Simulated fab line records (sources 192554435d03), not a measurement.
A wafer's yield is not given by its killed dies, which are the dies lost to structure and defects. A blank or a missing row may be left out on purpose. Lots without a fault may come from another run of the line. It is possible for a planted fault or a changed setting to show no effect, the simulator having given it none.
Which tool is to blame? || flow n5 finfet || 33 wafers from 11 lots sampled at 5 of the route's 1938 steps

== WHAT THE GAUGES SHOWED, per wafer ==
N5_BEOL_M2_CD_MEAS_28: target cd 26.2 nm, target cd y 24.1 nm.
{"lot": "L075", "measured": "day 6 23:16", "on": "cd sem-03", "cd nm (nm)": "26.18 26.30 26.03"}
{"lot": "L077", "measured": "day 7 19:49", "on": "cd sem-01", "cd nm (nm)": "25.95 25.67 26.20"}
{"lot": "L079", "measured": "day 7 21:12", "on": "cd sem-02", "cd nm (nm)": "26.66 26.79 26.33"}
{"lot": "L081", "measured": "day 8 06:52", "on": "cd sem-03", "cd nm (nm)": "26.19 26.26 25.81"}
{"lot": "L083", "measured": "day 9 03:02", "on": "cd sem-03", "cd nm (nm)": "26.57 26.51 26.47"}
{"lot": "L084", "measured": "day 9 11:01", "on": "cd sem-01", "cd nm (nm)": "26.50 26.22 25.90"}
{"lot": "L087", "measured": "day 9 19:46", "on": "cd sem-01", "cd nm (nm)": "26.12 26.01 26.09"}
{"lot": "L089", "measured": "day 10 15:17", "on": "cd sem-03", "cd nm (nm)": "26.66 26.31 26.46"}
{"lot": "L091", "measured": "day 11 08:41", "on": "cd sem-03", "cd nm (nm)": "25.77 26.68 25.77"}
{"lot": "L094", "measured": "day 11 16:56", "on": "cd sem-02", "cd nm (nm)": "26.09 26.16 26.19"}
{"lot": "L096", "measured": "day 12 04:15", "on": "cd sem-02", "cd nm (nm)": "26.39 26.43 26.22"}

== EACH LOT AND THE TOOL THAT RAN IT (in order: tool; ch and the chambers of the sampled wafers; start) ==
{"lot": "L075", "N5_BEOL_M1_ALD_84": "ald metal-04 ch 1,2,3, day 6 15:28", "N5_BEOL_M1_SPUTTER_96": "pvd sputter-01, day 6 18:05", "N5_BEOL_M1_CMP_52": "cmp-01 ch 0,1,2, day 6 18:39", "N5_BEOL_M2_STRIP_66": "rie diel-05 ch 1,2,3, day 6 22:35"}
{"lot": "L077", "N5_BEOL_M1_ALD_84": "ald metal-04 ch 0,3, day 7 11:33", "N5_BEOL_M1_SPUTTER_96": "pvd sputter-03, day 7 13:56", "N5_BEOL_M1_CMP_52": "cmp-04 ch 0,1,3, day 7 14:26", "N5_BEOL_M2_STRIP_66": "rie diel-06 ch 1,2,3, day 7 19:10"}
{"lot": "L079", "N5_BEOL_M1_ALD_84": "ald metal-02 ch 0,1, day 7 15:04", "N5_BEOL_M1_SPUTTER_96": "pvd sputter-01, day 7 17:31", "N5_BEOL_M1_CMP_52": "cmp-04 ch 0,2, day 7 18:01", "N5_BEOL_M2_STRIP_66": "rie diel-05 ch 0,2, day 7 20:32"}
{"lot": "L081", "N5_BEOL_M1_ALD_84": "ald metal-04 ch 0,3, day 8 01:17", "N5_BEOL_M1_SPUTTER_96": "pvd sputter-01, day 8 03:40", "N5_BEOL_M1_CMP_52": "cmp-01 ch 2,3, day 8 04:10", "N5_BEOL_M2_STRIP_66": "rie diel-02 ch 0,1, day 8 06:12"}
{"lot": "L083", "N5_BEOL_M1_ALD_84": "ald metal-04 ch 0,1,2, day 8 19:10", "N5_BEOL_M1_SPUTTER_96": "pvd sputter-03, day 8 21:53", "N5_BEOL_M1_CMP_52": "cmp-02 ch 0,1, day 8 22:28", "N5_BEOL_M2_STRIP_66": "rie diel-02 ch 2,3, day 9 02:28"}
{"lot": "L084", "N5_BEOL_M1_ALD_84": "ald metal-02 ch 0,1,2, day 9 04:31", "N5_BEOL_M1_SPUTTER_96": "pvd sputter-03, day 9 06:46", "N5_BEOL_M1_CMP_52": "cmp-02 ch 0,2,3, day 9 07:16", "N5_BEOL_M2_STRIP_66": "rie diel-06 ch 0,1,2, day 9 10:11"}
{"lot": "L087", "N5_BEOL_M1_ALD_84": "ald metal-03 ch 0,1,2, day 9 12:20", "N5_BEOL_M1_SPUTTER_96": "pvd sputter-03, day 9 14:32", "N5_BEOL_M1_CMP_52": "cmp-04 ch 0,1,2, day 9 15:12", "N5_BEOL_M2_STRIP_66": "rie diel-06 ch 2,3, day 9 19:12"}
{"lot": "L089", "N5_BEOL_M1_ALD_84": "ald metal-03 ch 0,2,3, day 10 10:10", "N5_BEOL_M1_SPUTTER_96": "pvd sputter-03, day 10 12:31", "N5_BEOL_M1_CMP_52": "cmp-04 ch 1,2,3, day 10 13:07", "N5_BEOL_M2_STRIP_66": "rie diel-05 ch 2,3, day 10 14:45"}
{"lot": "L091", "N5_BEOL_M1_ALD_84": "ald metal-04 ch 0,2, day 11 01:04", "N5_BEOL_M1_SPUTTER_96": "pvd sputter-01, day 11 03:23", "N5_BEOL_M1_CMP_52": "cmp-02 ch 1,3, day 11 04:11", "N5_BEOL_M2_STRIP_66": "rie diel-02 ch 0,2,3, day 11 07:58"}
{"lot": "L094", "N5_BEOL_M1_ALD_84": "ald metal-02 ch 2,3, day 11 09:28", "N5_BEOL_M1_SPUTTER_96": "pvd sputter-02, day 11 12:00", "N5_BEOL_M1_CMP_52": "cmp-04 ch 1,2,3, day 11 12:38", "N5_BEOL_M2_STRIP_66": "rie diel-02 ch 0,2,3, day 11 16:14"}
{"lot": "L096", "N5_BEOL_M1_ALD_84": "ald metal-04 ch 0,1,2, day 11 22:05", "N5_BEOL_M1_SPUTTER_96": "pvd sputter-01, day 12 00:18", "N5_BEOL_M1_CMP_52": "cmp-01 ch 1,3, day 12 00:50", "N5_BEOL_M2_STRIP_66": "rie diel-06 ch 1,3, day 12 03:38"}
- N5_BEOL_M1_ALD_84: deposits TaN, pulse time 2 s, purge time 3 s, co reactant purge time 2 s.
- N5_BEOL_M1_SPUTTER_96: material Cu, target thk 4.5 nm, time 8.29 s.
- N5_BEOL_M1_CMP_52: polishes, stops on SiOC, t overpolish 6.8 s, target thk 40 nm.
- N5_BEOL_M2_STRIP_66: strips in CF4.

== THE ANSWER, worked out from the rows above alone ==
Rule: the lots themselves supply what counts as usual. Put in order of their means at a reading, lots are off if they are a third of the lots or fewer, leave a main group of 4 or more, and stand apart from it by a gap of 3 or more times the standard deviation of the main group's means; of several such gaps the widest counts. Not used: any main group whose means are identical at the precision the tables above print for the reading. A lot without any number at a reading at which 4 lots or more have one is off too. Where the step has rows for the other lots, those lots are counted as sound.
None of the lots is off at any reading shown; this tells nothing.

== WHAT THE SIMULATOR HAD INSERTED ==
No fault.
